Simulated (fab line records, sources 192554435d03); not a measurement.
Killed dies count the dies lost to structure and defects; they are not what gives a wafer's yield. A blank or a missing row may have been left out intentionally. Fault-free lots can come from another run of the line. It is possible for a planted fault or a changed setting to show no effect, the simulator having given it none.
Split-lot trial / flow n5_finfet / route with 1938 steps; 7 lots, 21 wafers read

## ON THE SPLIT
At N5_BEOL_M9_COAT_60 (time 60 s, resist thk 30 nm), the setting spin_rpm was moved away from the recipe's 1500 rpm on 8 of the 21 wafers read, by -7.7% to +10.9%. This setting was run at the recipe's value on the other wafers.

## FROM THE SPLIT TO THE READING: what the file shows between them, 3 steps
- N5_BEOL_M9_COAT_05: resist thk 90 nm
- N5_BEOL_M9_EBR_07
- N5_BEOL_M9_DESCUM_16: chemistry O2, time 7.9 s

## THE READING
CAR-ArF_of_BEOL_M9_COAT_05.thk_nm (the simulator's own value, which no gauge read), in nm, at N5_BEOL_M9_ETCH_61 (etches SiARC in CF4, target depth 39 nm, time 65 s). There is no usual value for it anywhere in the file. Average 55.3 nm, standard deviation 0.43 nm, over the 13 wafers here run with the recipe.

wafer=L075.2; tool, chamber at the split=litho_track-03, 0; spin_rpm as run, rpm=1500; against the recipe=recipe; CAR-ArF_of_BEOL_M9_COAT_05.thk_nm, nm=55.2; against lot-mates on the recipe=-
wafer=L075.3; tool, chamber at the split=litho_track-03, 0; spin_rpm as run, rpm=1500; against the recipe=recipe; CAR-ArF_of_BEOL_M9_COAT_05.thk_nm, nm=55.2; against lot-mates on the recipe=-
wafer=L075.4; tool, chamber at the split=litho_track-03, 0; spin_rpm as run, rpm=1500; against the recipe=recipe; CAR-ArF_of_BEOL_M9_COAT_05.thk_nm, nm=55; against lot-mates on the recipe=-
wafer=L077.3; tool, chamber at the split=litho_track-01, 0; spin_rpm as run, rpm=1567; against the recipe=+4.5%; CAR-ArF_of_BEOL_M9_COAT_05.thk_nm, nm=56; against lot-mates on the recipe=+0.6
wafer=L077.4; tool, chamber at the split=litho_track-01, 0; spin_rpm as run, rpm=1567; against the recipe=+4.5%; CAR-ArF_of_BEOL_M9_COAT_05.thk_nm, nm=56.2; against lot-mates on the recipe=+0.8
wafer=L077.6; tool, chamber at the split=litho_track-01, 0; spin_rpm as run, rpm=1500; against the recipe=recipe; CAR-ArF_of_BEOL_M9_COAT_05.thk_nm, nm=55.4; against lot-mates on the recipe=-
wafer=L080.3; tool, chamber at the split=litho_track-04, 0; spin_rpm as run, rpm=1500; against the recipe=recipe; CAR-ArF_of_BEOL_M9_COAT_05.thk_nm, nm=56.2; against lot-mates on the recipe=-
wafer=L080.4; tool, chamber at the split=litho_track-04, 0; spin_rpm as run, rpm=1500; against the recipe=recipe; CAR-ArF_of_BEOL_M9_COAT_05.thk_nm, nm=56; against lot-mates on the recipe=-
wafer=L080.6; tool, chamber at the split=litho_track-04, 0; spin_rpm as run, rpm=1500; against the recipe=recipe; CAR-ArF_of_BEOL_M9_COAT_05.thk_nm, nm=56; against lot-mates on the recipe=-
wafer=L084.1; tool, chamber at the split=litho_track-04, 0; spin_rpm as run, rpm=1385; against the recipe=-7.7%; CAR-ArF_of_BEOL_M9_COAT_05.thk_nm, nm=54; against lot-mates on the recipe=no lot-mate on the recipe
wafer=L084.3; tool, chamber at the split=litho_track-04, 0; spin_rpm as run, rpm=1385; against the recipe=-7.7%; CAR-ArF_of_BEOL_M9_COAT_05.thk_nm, nm=54.2; against lot-mates on the recipe=no lot-mate on the recipe
wafer=L084.5; tool, chamber at the split=litho_track-04, 0; spin_rpm as run, rpm=1385; against the recipe=-7.7%; CAR-ArF_of_BEOL_M9_COAT_05.thk_nm, nm=54.4; against lot-mates on the recipe=no lot-mate on the recipe
wafer=L092.1; tool, chamber at the split=litho_track-01, 0; spin_rpm as run, rpm=1500; against the recipe=recipe; CAR-ArF_of_BEOL_M9_COAT_05.thk_nm, nm=55; against lot-mates on the recipe=-
wafer=L092.3; tool, chamber at the split=litho_track-01, 0; spin_rpm as run, rpm=1500; against the recipe=recipe; CAR-ArF_of_BEOL_M9_COAT_05.thk_nm, nm=54.8; against lot-mates on the recipe=-
wafer=L092.6; tool, chamber at the split=litho_track-01, 0; spin_rpm as run, rpm=1663; against the recipe=+10.9%; CAR-ArF_of_BEOL_M9_COAT_05.thk_nm, nm=56.2; against lot-mates on the recipe=+1.3
wafer=L096.2; tool, chamber at the split=litho_track-04, 0; spin_rpm as run, rpm=1551; against the recipe=+3.4%; CAR-ArF_of_BEOL_M9_COAT_05.thk_nm, nm=56.2; against lot-mates on the recipe=+0.8
wafer=L096.3; tool, chamber at the split=litho_track-04, 0; spin_rpm as run, rpm=1551; against the recipe=+3.4%; CAR-ArF_of_BEOL_M9_COAT_05.thk_nm, nm=56.4; against lot-mates on the recipe=+1.0
wafer=L096.4; tool, chamber at the split=litho_track-04, 0; spin_rpm as run, rpm=1500; against the recipe=recipe; CAR-ArF_of_BEOL_M9_COAT_05.thk_nm, nm=55.4; against lot-mates on the recipe=-
wafer=L095.1; tool, chamber at the split=litho_track-01, 0; spin_rpm as run, rpm=1500; against the recipe=recipe; CAR-ArF_of_BEOL_M9_COAT_05.thk_nm, nm=55.2; against lot-mates on the recipe=-
wafer=L095.3; tool, chamber at the split=litho_track-01, 0; spin_rpm as run, rpm=1500; against the recipe=recipe; CAR-ArF_of_BEOL_M9_COAT_05.thk_nm, nm=55; against lot-mates on the recipe=-
wafer=L095.6; tool, chamber at the split=litho_track-01, 0; spin_rpm as run, rpm=1500; against the recipe=recipe; CAR-ArF_of_BEOL_M9_COAT_05.thk_nm, nm=55; against lot-mates on the recipe=-

FIT RESULTS
A straight line over all 21 wafers: CAR-ArF_of_BEOL_M9_COAT_05.thk_nm changes by +0.137 nm for each +1% of spin_rpm; r = +0.81; the points scatter about the line by 0.43 nm.
The same after taking each lot's own level away (the mean of its wafers on the recipe; 18 wafers): +0.14 nm for each +1%; r = +0.92; scatter 0.18 nm.
The reading moves by 1.5 nm for the largest change in spin_rpm, on that fit.
From 54.90 to 56.07 nm: that is the span of the lots' own levels, equal to 2.7 times the standard deviation above.
The two slopes agree, so the slope changes little with the lot-to-lot level.
Check: +2.12 nm against its lot-mates is what the line predicts for one of the wafers moved furthest among these (+10.9%) when that wafer is left out of the fit. Against them it came out at +1.3 nm.

## FURTHER SPLITS ON THESE WAFERS
Before the reading, these wafers also passed through other splits. Each is held against what the fit with the lots' levels taken away leaves over:
other split on the same wafers=N5_BEOL_M4_VIA_ETCH_34 source_w; wafers away from the commonest value=10; r with CAR-ArF_of_BEOL_M9_COAT_05.thk_nm (lot level and that fit taken away)=-0.15
other split on the same wafers=N5_BEOL_M5_COAT_74 spin_rpm; wafers away from the commonest value=6; r with CAR-ArF_of_BEOL_M9_COAT_05.thk_nm (lot level and that fit taken away)=+0.19
other split on the same wafers=N5_BEOL_M5_EXPOSE_25 dose_mj; wafers away from the commonest value=6; r with CAR-ArF_of_BEOL_M9_COAT_05.thk_nm (lot level and that fit taken away)=-0.08
other split on the same wafers=N5_BEOL_M6_VIA_ETCH_34 time_s; wafers away from the commonest value=7; r with CAR-ArF_of_BEOL_M9_COAT_05.thk_nm (lot level and that fit taken away)=-0.20
other split on the same wafers=N5_BEOL_M6_TRENCH_ETCH_37 source_w; wafers away from the commonest value=7; r with CAR-ArF_of_BEOL_M9_COAT_05.thk_nm (lot level and that fit taken away)=+0.08
other split on the same wafers=N5_BEOL_M7_DESCUM_33 time_s; wafers away from the commonest value=11; r with CAR-ArF_of_BEOL_M9_COAT_05.thk_nm (lot level and that fit taken away)=+0.28
other split on the same wafers=N5_BEOL_M7_VIA_ETCH_34 source_w; wafers away from the commonest value=7; r with CAR-ArF_of_BEOL_M9_COAT_05.thk_nm (lot level and that fit taken away)=+0.23

## THE WHOLE CHAIN: every reading that the file lists as answering this split, in the file's order
step=N5_BEOL_M9_COAT_60; what it does=time 60 s, resist thk 30 nm; reading=SiARC_of_BEOL_M9_COAT_60.thk_nm (the simulator's own value, which no gauge read); change (the file's fit)=-0.137 nm for each +1% of the setting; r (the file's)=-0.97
step=N5_BEOL_M9_ETCH_61; what it does=etches SiARC in CF4, target depth 39 nm, time 65 s; reading=etch.depth_nm (the simulator's own value, which no gauge read); change (the file's fit)=-0.138 nm for each +1% of the setting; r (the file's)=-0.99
step=N5_BEOL_M9_ETCH_61; what it does=etches SiARC in CF4, target depth 39 nm, time 65 s; reading=CAR-ArF_of_BEOL_M9_COAT_05.thk_nm (the simulator's own value, which no gauge read); change (the file's fit)=+0.136 nm for each +1% of the setting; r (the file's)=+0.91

## FILE'S OWN FIT
CAR-ArF_of_BEOL_M9_COAT_05.thk_nm changes by +0.136 nm for each +1% of spin_rpm, r = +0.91.
